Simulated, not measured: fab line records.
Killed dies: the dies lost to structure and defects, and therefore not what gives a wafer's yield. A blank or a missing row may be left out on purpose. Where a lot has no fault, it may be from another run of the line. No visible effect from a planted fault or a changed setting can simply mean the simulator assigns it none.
A lot that was struck, set against a sound lot || flow nandHarc || 39 out of 1302 route steps
Sound: wafers L368.2, L368.4, L368.5. Wafers L358.1, L358.2, L358.6 were the ones struck. The cause is named last.
For every step that has rows: the tool of each side, followed by ch and its chambers, followed by its first start. Under that, the readings that differ: sound wafers || struck wafers || difference of the means || sigmas: that difference in standard deviations of wafers without a fault.
alike: a reading whose means differ by less than 2 such deviations, as well as words and numbers matching on both sides. not compared: withheld readings; readings where some wafer has no value; bounds like >300 that might hide an equal value; numbers whose values overlap and for which the record gives no deviation.
Wherever a step has rows on one side only, a row that says differs or no value, or a row with sigmas, the two part there. Numbers that don't overlap but have no deviation are shown without sigmas and don't part them. Lack of a reading on every wafer of one side parts them only where that side has two or more wafers.

first, 4 steps without rows for these wafers: NHARC_A_BONDPAD_HARDBAKE_10 (time 65 s); NHARC_A_BONDPAD_DESCUM_11 (chemistry O2, time 3 s); NHARC_A_BONDPAD_ETCH_34 (etches the open film in N2/H2, target depth 60 nm, overetch 18 nm, time 65.91 s); NHARC_A_BONDPAD_ETCH_12 (etches the open film in CHF3/O2, target depth 220 nm, time 110 s).
NHARC_A_BONDPAD_CD_MEAS_13:
  struck on cdSem-01, day 26 06:05; sound on cdSem-03, day 29 16:37
  alike: cdNm
NHARC_A_BONDPAD_STRIP_15: strips in O2.
  sound on rieDiel-13 ch 0,1,3, day 29 16:42; struck on rieDiel-02 ch 0,2, day 26 06:10
  alike: drypumpMotorCurrentA, oesProductAu, rfVppV, showerheadPlenumPTorr, throttleValvePct
  not compared: rfHoursCounterH
then, 3 steps without rows for these wafers: NHARC_A_BONDPAD_ETCH_24 (etches the open film in CF4/N2, target depth 30 nm, time 72.99 s); NHARC_A_BONDPAD_STRIP_16 (strips in post etch residue remover, time 600 s); NHARC_A_BONDPAD_DEGAS_25 (time 60 s).
NHARC_A_BONDPAD_PRE_CLEAN_26: time 30 s.
  sound on pvdSputter-01; struck on pvdSputter-03
  alike: heaterPowerW
NHARC_A_BONDPAD_PVD_17: deposits TaN, target thk 5 nm, time 8.06 s.
  sound on pvdSputter-01; struck on pvdSputter-03
  alike: throttleValvePct
NHARC_A_BONDPAD_PVD_27: deposits Cu, target thk 30 nm, time 20.49 s.
  sound on pvdSputter-01; struck on pvdSputter-03
  alike: throttleValvePct
NHARC_A_BONDPAD_ECD_18: material Cu, target thk 400 nm.
  sound on ecdCu-02 ch 1, day 29 17:36; struck on ecdCu-01 ch 0,1, day 26 07:04
then, 2 steps without rows for these wafers: NHARC_A_BONDPAD_ANNEAL_28 (time 90 s); NHARC_A_BONDPAD_CMP_19 (polishes, t overpolish 30 s, cu recess touch 16 s, target thk 169.82 nm).
NHARC_A_BONDPAD_THK_MEAS_20: measures by xrf.
  struck on filmMetro-02, day 26 08:11; sound on filmMetro-01, day 29 18:38
  alike: thkNm
then, 6 steps without rows for these wafers: NHARC_A_BONDPAD_SRD_21 (time 30 s, dry time 20 s); NHARC_HYBRID_BOND_ACTIVATE_00 (chemistry N2, time 60 s); NHARC_HYBRID_BOND_PRECLEAN_01 (cleans in DIW, time 300 s); NHARC_HYBRID_BOND_SRD_02 (time 30 s, dry time 20 s); NHARC_HYBRID_BOND_BOND_03; NHARC_HYBRID_BOND_ANNEAL_04 (time 7200 s).
NHARC_HYBRID_BOND_OVL_MEAS_05:
  struck on overlay-01, day 26 17:11; sound on overlay-02, day 30 06:27
  alike: overlayXNm, overlayYNm
after that, 1 step had no rows for these wafers: NHARC_THIN_TSV_GRIND_00.
NHARC_THIN_TSV_CMP_01: polishes.
  sound on cmp-02 ch 1,2, day 30 09:05; struck on cmp-04 ch 0,1,2, day 26 19:53
  alike: motorCurrentA
  not compared: padLifeWafers
NHARC_THIN_TSV_THK_MEAS_02: measures by ir.
  struck on filmMetro-01, day 26 20:07; sound on filmMetro-02, day 30 09:21
  alike: thkNm
then, 12 steps without rows for these wafers: NHARC_THIN_TSV_SRD_03; NHARC_THIN_TSV_PRECLEAN_41 (cleans in SC1); NHARC_THIN_TSV_SRD_42; NHARC_THIN_TSV_DEP_43 (deposits SiO2, target thk 1328.5 nm); NHARC_THIN_TSV_DEHYDRATE_04 (time 120 s); NHARC_THIN_TSV_HMDS_05 (time 30 s); NHARC_THIN_TSV_COAT_06; NHARC_THIN_TSV_SOFTBAKE_07 (time 95 s); NHARC_THIN_TSV_EBR_08; NHARC_THIN_TSV_EXPOSE_09 (exposes mask TSV); NHARC_THIN_TSV_PEB_10 (peb time 85 s); NHARC_THIN_TSV_DEVELOP_11 (time 70 s).
NHARC_END_SORT_01:
  only the struck wafers appear in the record here, on prober-01 ch 0 at day 27 11:11; the sound ones have no rows

== WHERE THEY PART ==
At NHARC_END_SORT_01 and nowhere else, as far as this record goes.

WHY: what had been put in by the simulator
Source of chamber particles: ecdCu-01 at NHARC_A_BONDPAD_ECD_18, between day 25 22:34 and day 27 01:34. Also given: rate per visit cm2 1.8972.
